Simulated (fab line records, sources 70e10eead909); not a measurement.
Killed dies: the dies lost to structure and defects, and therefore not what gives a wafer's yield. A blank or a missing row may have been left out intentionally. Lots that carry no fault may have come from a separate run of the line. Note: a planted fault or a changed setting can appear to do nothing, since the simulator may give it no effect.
Chamber matching + flow nand harc + 4 sister chambers for NHARC_P_M1_CMP_23 on cmp-02
The step polishes, t overpolish 20 s, target thk 157.82 nm. 4 wafers are shown with their chamber, then 11 later ones without.

WAFERS PAIRED WITH THEIR CHAMBERS
| wafer  | chamber | motor current A (A) |
|--------|---------|---------------------|
| L082.3 | 2       | 12.0                |
| L084.2 | 0       | 10.1                |
| L084.4 | 3       | 12.9                |
| L088.4 | 1       | 13.2                |

WAFERS MISSING THEIR CHAMBER
| wafer  | motor current A (A) |
|--------|---------------------|
| L088.5 | 13.1                |
| L088.6 | 11.4                |
| L093.3 | 13.6                |
| L093.5 | 11.7                |
| L093.6 | 13.4                |
| L095.3 | 13.1                |
| L095.5 | 9.9                 |
| L095.6 | 13.5                |
| L097.1 | 12.9                |
| L097.2 | 13.4                |
| L097.4 | 10.3                |

CHAMBER TAKEN BY EACH
| wafer  | from the rows above     | in truth |
|--------|-------------------------|----------|
| L088.5 | can't be placed: 1 or 3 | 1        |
| L088.6 | 2                       | 2        |
| L093.3 | can't be placed: 1 or 3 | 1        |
| L093.5 | 2                       | 2        |
| L093.6 | can't be placed: 1 or 3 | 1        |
| L095.3 | can't be placed: 1 or 3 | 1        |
| L095.5 | 0                       | 0        |
| L095.6 | can't be placed: 1 or 3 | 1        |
| L097.1 | can't be placed: 3 or 1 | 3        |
| L097.2 | can't be placed: 1 or 3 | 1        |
| L097.4 | 0                       | 0        |
Correctly placed: 4 of 11. Unplaceable from these rows: 7, with the true chamber sitting among the candidates in 7. Wrongly placed: 0.
How it was worked out, from the rows above alone: a wafer's distance from a chamber is the root of the sum, over the readings, of the square of ((its reading less the chamber's mean) divided by the reading's scatter). The wafer belongs to the nearest chamber; if the next one is less than 2 further off, it can't be placed. The mean given for a chamber averages the wafers shown for that chamber. The scatter: root of mean squared gap, hidden wafer to nearest shown wafer, with one shown wafer a chamber.
